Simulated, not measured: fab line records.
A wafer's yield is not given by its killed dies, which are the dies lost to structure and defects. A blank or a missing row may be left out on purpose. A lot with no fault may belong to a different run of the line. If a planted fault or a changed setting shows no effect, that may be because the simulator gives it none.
Which tool was responsible? -- flow nand harc -- Sampling: 11 lots, 33 wafers, 6 of 1302 route steps

== WHAT THE GAUGES SHOWED, per wafer ==
NHARC_P_ZERO_WELL_CD_MEAS_24: the cd target is 720 nm. Usual: cd nm at 720.0 nm, with a standard deviation of 1.6.
lot,measured,on,cd nm (nm),flag
L916,day 1 22:28,cd sem-01,720.1 720.5 720.2,
L917,day 2 08:31,cd sem-01,718.2 720.8 720.3,
L918,day 2 18:50,cd sem-02,718.7 718.6 718.6,
L919,day 3 05:01,cd sem-01,722.5 720.1 720.6,
L921,day 4 00:29,cd sem-01,722.6 722.1 722.5,
L922,day 4 10:35,cd sem-02,720.1 720.1 718.5,
L924,day 5 06:28,cd sem-03,718.6 719.0 719.2,
L925,day 5 16:40,cd sem-03,717.5 718.9 717.9,
L931,day 8 04:23,cd sem-01,713.1 713.0 712.4,OFF
L933,day 9 00:37,cd sem-03,713.3 712.0 711.4,OFF
L939,day 11 13:17,cd sem-01,720.8 721.5 723.1,

NHARC_P_STI_OCD_MEAS_43. Usual: trench depth nm 301.2 nm, standard deviation 2.7; trench foot cd nm 158.3 nm, standard deviation 2.2.
lot,measured,on,trench depth nm (nm),trench foot cd nm (nm),flag
L916,day 2 23:01,ocd-01,296.7 300.9 301.1,158.8 156.5 156.5,
L917,day 3 06:40,ocd-01,295.9 297.9 302.6,160.4 158.3 157.8,
L918,day 3 18:58,ocd-01,300.3 306.0 300.9,159.9 157.3 154.6,
L919,day 4 02:58,ocd-01,300.2 299.9 298.4,163.2 159.0 158.8,
L921,day 4 22:49,ocd-01,302.5 303.0 304.2,155.9 159.5 161.3,
L922,day 5 08:00,ocd-02,305.1 306.2 308.0,159.7 153.4 154.9,
L924,day 6 04:32,ocd-02,303.7 301.7 302.8,159.7 160.9 160.2,
L925,day 6 14:57,ocd-01,300.6 298.9 302.2,155.0 157.0 156.0,
L931,day 9 01:48,ocd-01,300.5 300.5 300.4,158.2 158.5 157.9,
L933,day 9 22:14,ocd-02,299.9 300.1 300.1,157.0 158.3 157.3,
L939,day 12 10:31,ocd-01,305.0 304.6 304.7,160.1 158.8 161.4,

NHARC_END_SORT_01. Usual: killed at array 53, standard deviation 18; killed at other 0.9, standard deviation 1.3; killed at periphery 4, standard deviation 3.1; killed dies 58, standard deviation 18; killed open 3.4, standard deviation 2; killed short 2.5, standard deviation 1.8.
lot,measured,on,killed at array,killed at other,killed at periphery,killed dies,killed open,killed short,flag
L933,day 31 19:02,prober-02,50 57 78,1 6 1,6 11 7,57 74 86,1 8 4,4 1 2,

== EACH LOT AND THE TOOL THAT RAN IT (in order: tool; ch and the chambers of the sampled wafers; start) ==
lot,NHARC_P_ZERO_WELL_ETCH_65,NHARC_P_ZERO_WELL_ETCH_62,NHARC_P_ZERO_WELL_PEB_22
L916,"rie diel-05 ch 0,2,3, day 1 21:29","rie diel-05 ch 1,3, day 1 22:23 or earlier","litho track-02 ch 0, day 1 22:23"
L917,"rie diel-05 ch 0,2, day 2 07:25","rie diel-05 ch 0,2,3, day 2 08:25 or earlier","litho track-03 ch 0, day 2 08:25"
L918,"rie diel-04 ch 0,1,2, day 2 17:41","rie diel-04 ch 0,1,2, day 2 18:44 or earlier","litho track-02 ch 0, day 2 18:44"
L919,"rie diel-05 ch 0,1,2, day 3 03:36","rie diel-05 ch 1,2, day 3 04:55 or earlier","litho track-03 ch 0, day 3 04:55"
L921,"rie diel-04 ch 0,1,2, day 3 23:22","rie diel-04 ch 0,1, day 4 00:24 or earlier","litho track-05 ch 0, day 4 00:24"
L922,"rie diel-02 ch 0,3, day 4 09:29","rie diel-02 ch 1,2, day 4 10:29 or earlier","litho track-05 ch 0, day 4 10:29"
L924,"rie diel-04 ch 0,1,3, day 5 05:29","rie diel-04 ch 0,1,3, day 5 06:22 or earlier","litho track-05 ch 0, day 5 06:22"
L925,"rie diel-05 ch 1,2,3, day 5 15:34","rie diel-05 ch 0,1,3, day 5 16:34 or earlier","litho track-05 ch 0, day 5 16:34"
L931,"rie diel-04 ch 2,3, day 8 03:25","rie diel-04 ch 0,2,3, day 8 04:17 or earlier","litho track-05 ch 0, day 8 04:17"
L933,"rie diel-04 ch 0,1, day 8 23:29","rie diel-04 ch 1,2,3, day 9 00:31 or earlier","litho track-05 ch 0, day 9 00:31"
L939,"rie diel-04 ch 0,1, day 11 12:11","rie diel-04 ch 2,3, day 11 13:11 or earlier","litho track-03 ch 0, day 11 13:11"
- NHARC_P_ZERO_WELL_ETCH_65: etches the open film in N2/H2, target depth 80 nm, overetch 24 nm, time 87.88 s.
- NHARC_P_ZERO_WELL_ETCH_62: etches the open film in CHF3/Ar, target depth 13 nm, time 6.5 s.
- NHARC_P_ZERO_WELL_PEB_22: peb time 85 s.

== WHAT THE TOOLS THEMSELVES READ (means of the sampled wafers that have a number; where no wafer has one, the mark that the record gives instead) ==
NHARC_P_ZERO_WELL_ETCH_65. Usual: bias w 150.0 W, standard deviation 0.41; drypump motor current A 5.6 A, standard deviation 0.48; oes product au 1.001 a.u., standard deviation 0.0079; rf vpp V 430.0 V, standard deviation 1.9; showerhead plenum p Torr 2.02 Torr, standard deviation 0.063; throttle valve pct 14.170 %, standard deviation 0.0092.
lot,tool,bias w (W),drypump motor current A (A),oes product au (a.u.),rf vpp V (V),showerhead plenum p Torr (Torr),throttle valve pct (%),flag
L916,rie diel-05,149.6,5.7,0.996,431.0,2.04,14.168,
L917,rie diel-05,149.7,6.2,0.987,431.8,2.07,14.171,
L918,rie diel-04,150.0,5.5,1.007,429.6,2.00,14.177,
L919,rie diel-05,150.1,5.7,0.995,432.1,2.09,14.178,
L921,rie diel-04,149.9,5.6,1.000,429.0,1.99,14.168,
L922,rie diel-02,150.1,5.4,0.997,427.9,1.95,14.163,
L924,rie diel-04,149.7,5.9,1.003,430.8,2.04,14.160,
L925,rie diel-05,150.0,5.3,1.004,431.3,2.05,14.163,
L931,rie diel-04,149.8,5.8,0.996,431.2,2.04,14.174,
L933,rie diel-04,150.0,5.7,1.000,428.4,1.99,14.165,
L939,rie diel-04,149.5,5.8,0.996,429.4,2.00,14.172,

NHARC_P_ZERO_WELL_ETCH_62. Usual: bias w 200.0 W, standard deviation 0.55; drypump motor current A 5.6 A, standard deviation 0.49; oes product au 0.958 a.u., standard deviation 0.015; rf vpp V 370.1 V, standard deviation 1.7; showerhead plenum p Torr 2.32 Torr, standard deviation 0.069; throttle valve pct 20.217 %, standard deviation 0.0086.
lot,tool,bias w (W),drypump motor current A (A),oes product au (a.u.),rf vpp V (V),showerhead plenum p Torr (Torr),throttle valve pct (%),flag
L916,rie diel-05,200.1,4.8,0.965,370.6,2.34,20.216,
L917,rie diel-05,199.9,5.7,0.964,370.1,2.34,20.223,
L918,rie diel-04,199.7,5.5,0.955,370.1,2.30,20.219,
L919,rie diel-05,200.2,5.2,0.953,372.5,2.42,20.212,
L921,rie diel-04,199.5,5.8,0.967,370.8,2.32,20.220,
L922,rie diel-02,199.5,5.7,0.954,370.9,2.34,20.213,
L924,rie diel-04,200.1,5.9,0.977,369.7,2.34,20.218,
L925,rie diel-05,200.1,5.3,0.933,371.3,2.37,20.204,
L931,rie diel-04,199.9,5.6,0.954,370.3,2.31,20.220,
L933,rie diel-04,200.0,5.7,0.959,369.5,2.32,20.224,
L939,rie diel-04,199.6,5.4,0.953,368.4,2.29,20.221,

NHARC_P_ZERO_WELL_PEB_22. Usual: heater power total W 164.00 W, standard deviation 0.28; plate temp C 118.01 C, standard deviation 0.14.
lot,tool,heater power total W (W),plate temp C (C),flag
L916,litho track-02,164.17,118.00,
L917,litho track-03,163.88,117.96,
L918,litho track-02,163.86,118.02,
L919,litho track-03,163.92,118.00,
L921,litho track-05,163.88,118.05,
L922,litho track-05,163.94,118.07,
L924,litho track-05,164.28,117.89,
L925,litho track-05,164.16,117.97,
L931,litho track-05,157.75,114.56,OFF
L933,litho track-05,157.91,114.70,OFF
L939,litho track-03,163.97,117.89,

== THE ANSWER, worked out from the rows above alone ==
Rule: lot off if the mean of its wafers having a number is beyond 3 standard deviations from the usual mean. A lot without any number at a reading at which 4 lots or more have one is off too. Any other lot the step has rows for is counted as sound. The gauges are gone through in route order, then the tools' own readings, and for those a lot's mean is taken as printed above. At the first step where some lot is off, the reading lying furthest off is the one used; lots without a number count as furthest.
Off at NHARC_P_ZERO_WELL_CD_MEAS_24 (cd nm): L931, L933.
A tool fits if, at a process step before that reading, it ran every lot that is off, and no sound lot after the first of them. The gauges at NHARC_P_ZERO_WELL_CD_MEAS_24 aren't tried: what is off there is off at NHARC_P_ZERO_WELL_PEB_22 too, on other tools, and a gauge's error can't cause that. Because NHARC_P_ZERO_WELL_ETCH_62 lacks a start for some lots, the hours and order of its lots are taken from NHARC_P_ZERO_WELL_PEB_22. One fits: NHARC_P_ZERO_WELL_PEB_22 on litho track-05. Its last sound lot is L925 (day 5 16:34), its first lot that is off L931 (day 8 04:17): a fault that began between those two fits.
The tool's own readings at NHARC_P_ZERO_WELL_PEB_22 bear it out: on the lots that are off they differ by more than 5 times the standard deviation of the sound lots' means. heater power total W reads 157.83 W there against 164.01 W on the sound lots; plate temp C reads 114.63 C there against 117.98 C on the sound lots.

== WHAT HAD BEEN PUT IN BY THE SIMULATOR ==
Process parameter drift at NHARC_P_ZERO_WELL_PEB_22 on litho track-05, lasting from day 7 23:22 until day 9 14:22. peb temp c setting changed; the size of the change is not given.
Struck lots among those shown: L931, L933. The rule above reached the same finding.
